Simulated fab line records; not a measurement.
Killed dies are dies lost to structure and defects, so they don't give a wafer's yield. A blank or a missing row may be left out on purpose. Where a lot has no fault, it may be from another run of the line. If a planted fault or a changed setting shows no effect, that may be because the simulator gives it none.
Matching of chambers ; flow n5-finfet ; rie-diel-03 running N5_BEOL_M13_ETCH_67: 4 sister chambers
The step etches SiARC in CF4, target depth 143 nm, time 238.3 s. 20 wafers are shown with their chamber, then 10 later ones without.

WAFERS, EACH WITH ITS CHAMBER
wafer;chamber;showerhead-plenum-p-Torr (Torr);drypump-motor-current-A (A);throttle-valve-pct (%)
L074.2;3;2.05;5.7;15.95
L074.3;0;2.08;6.4;15.37
L074.5;2;2.04;6.1;15.68
L078.1;2;2.04;6.1;15.69
L078.2;3;2.05;5.7;15.93
L078.4;1;2.14;6.0;15.75
L079.1;2;2.04;6.0;15.71
L079.3;1;2.14;6.0;15.76
L079.6;2;2.04;6.1;15.70
L083.2;1;2.14;6.0;15.75
L083.3;0;2.08;6.4;15.42
L083.4;3;2.05;5.7;15.97
L089.1;1;2.14;5.9;15.79
L089.2;3;2.04;5.7;15.99
L089.6;1;2.14;5.9;15.80
L090.1;0;2.07;6.4;15.46
L090.2;1;2.14;6.0;15.81
L090.4;1;2.14;5.9;15.81
L091.4;0;2.07;6.4;15.45
L091.5;3;2.04;5.7;16.00

SIGNATURES, as means of the wafers listed above
reading;chamber 0;chamber 1;chamber 2;chamber 3;scatter within a chamber
showerhead-plenum-p-Torr;2.0750;2.1400;2.0400;2.0460;0.00371
drypump-motor-current-A;6.400;5.957;6.075;5.700;0.0392
throttle-valve-pct;15.4250;15.7814;15.6950;15.9680;0.0287
Rule: a wafer's distance from a chamber is the root of the sum, over the readings, of the square of ((its reading less the chamber's mean) divided by the reading's scatter). The wafer belongs to the nearest chamber; if the next one is less than 2 further off, it can't be placed. How the scatter is found: for the shown wafers, subtract from each reading the mean of its chamber, square and add these, divide the total by (wafers less chambers), then take the root.

WAFERS WHOSE CHAMBER IS MISSING
wafer;showerhead-plenum-p-Torr (Torr);drypump-motor-current-A (A);throttle-valve-pct (%)
L091.6;2.29;6.1;15.20
L093.1;2.29;6.0;15.22
L093.2;2.07;6.4;15.47
L093.5;2.04;5.7;16.01
L092.1;2.29;6.1;15.22
L092.3;2.13;5.9;15.83
L092.4;2.04;5.7;16.01
L095.4;2.28;6.0;15.23
L095.5;2.04;5.7;16.02
L095.6;2.28;6.1;15.21

EACH ONE'S CHAMBER
wafer;from the rows above;in truth
L091.6;1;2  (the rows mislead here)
L093.1;1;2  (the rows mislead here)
L093.2;0;0
L093.5;3;3
L092.1;1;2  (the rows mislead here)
L092.3;1;1
L092.4;3;3
L095.4;1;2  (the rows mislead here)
L095.5;3;3
L095.6;1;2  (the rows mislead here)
5 of 10 placed correctly. Can't be placed from these rows: 0. 5 placed wrongly.
